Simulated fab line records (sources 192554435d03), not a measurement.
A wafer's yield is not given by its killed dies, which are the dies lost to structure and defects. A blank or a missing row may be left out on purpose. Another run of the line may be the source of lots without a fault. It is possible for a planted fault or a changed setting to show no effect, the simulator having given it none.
Lot-split experiment + flow n5 finfet + 21 wafers read from 7 lots, route of 1938 steps

ON THE SPLIT
At N5_BEOL_M8_ETCH_66 (etches SOC in N2/H2, target depth 80 nm, overetch 16 nm, time 120 s), the setting source w was moved away from the recipe's 840 W on 7 of the 21 wafers read, by -12.8% to +15.0%. The other wafers ran this setting at the recipe's value.

Reading taken at the split's own step.

THE READING
rf vpp V, in V, at N5_BEOL_M8_ETCH_66 (etches SOC in N2/H2, target depth 80 nm, overetch 16 nm, time 120 s). A value of 524.1 V with a standard deviation of 2 V is what fault-free wafers of this fab line usually give.

| wafer  | tool, chamber at the split | source w as run, W | against the recipe | rf vpp V, V | against lot-mates on the recipe |
|--------|----------------------------|--------------------|--------------------|-------------|---------------------------------|
| L077.1 | rie diel-01, 3             | 840                | recipe             | 524.4       | -                               |
| L077.2 | rie diel-01, 1             | 840                | recipe             | 526.6       | -                               |
| L077.3 | rie diel-01, 2             | 732.2              | -12.8%             | 549.0       | +23.5                           |
| L079.3 | rie diel-02, 0             | 774.8              | -7.8%              | 535.4       | +13.2                           |
| L079.4 | rie diel-02, 3             | 774.8              | -7.8%              | 537.7       | +15.5                           |
| L079.6 | rie diel-02, 2             | 840                | recipe             | 522.2       | -                               |
| L082.2 | rie diel-01, 2             | 840                | recipe             | 526.2       | -                               |
| L082.3 | rie diel-01, 3             | 840                | recipe             | 524.0       | -                               |
| L082.4 | rie diel-01, 0             | 840                | recipe             | 526.4       | -                               |
| L084.1 | rie diel-01, 0             | 840                | recipe             | 525.7       | -                               |
| L084.4 | rie diel-01, 1             | 840                | recipe             | 524.3       | -                               |
| L084.5 | rie diel-01, 3             | 965.7              | +15.0%             | 501.5       | -23.5                           |
| L085.1 | rie diel-01, 2             | 897.5              | +6.8%              | 512.0       | -13.5                           |
| L085.4 | rie diel-01, 0             | 897.5              | +6.8%              | 516.1       | -9.4                            |
| L085.5 | rie diel-01, 0             | 840                | recipe             | 525.5       | -                               |
| L087.2 | rie diel-01, 2             | 840                | recipe             | 525.8       | -                               |
| L087.3 | rie diel-01, 0             | 840                | recipe             | 526.2       | -                               |
| L087.4 | rie diel-01, 3             | 906.2              | +7.9%              | 511.0       | -15.0                           |
| L097.3 | rie diel-02, 0             | 840                | recipe             | 521.4       | -                               |
| L097.5 | rie diel-02, 2             | 840                | recipe             | 522.7       | -                               |
| L097.6 | rie diel-02, 0             | 840                | recipe             | 521.7       | -                               |

FIT RESULTS
A straight line over all 21 wafers: rf vpp V changes by -1.65 V for each +1% of source w; r = -0.98; the points scatter about the line by 1.9 V.
The same after taking each lot's own level away (the mean of its wafers on the recipe; 21 wafers): -1.73 V for each +1%; r = -0.99; scatter 1.2 V.
That fit puts the effect of the largest move of source w on the reading at 26 V.
Measured against the standard deviation above, the lots' own levels, which go from 521.93 to 526.00 V, span 2.0 times it.
Consequently the slope shifts little with the lot-to-lot level, the two slopes agreeing.
Check: for one of the wafers moved furthest among these (+15.0%), held out of the fit, the line's prediction against its lot-mates is -27 V. It came out at -23.5 V against them.
Tool readings at the split's step, against how far the setting was moved: rf vpp V r = -0.98.

FURTHER SPLITS ON THESE WAFERS
Other splits were also applied to these wafers ahead of the reading. Each is held against what the fit with the lots' levels taken away leaves over:
| other split on the same wafers   | wafers away from the commonest value | r with rf vpp V (lot level and that fit taken away) |
|----------------------------------|--------------------------------------|-----------------------------------------------------|
| N5_BEOL_M6_TRENCH_ETCH_37 time s | 4                                    | -0.10                                               |
| N5_BEOL_M7_TRENCH_ETCH_37 bias w | 9                                    | -0.09                                               |
| N5_BEOL_M7_ETCH_41 source w      | 3                                    | -0.30                                               |
| N5_BEOL_M8_EXPOSE_25 dose mj     | 5                                    | -0.04                                               |

THE FILE'S OWN FIT
rf vpp V changes by -1.73 V for each +1% of source w, r = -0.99.
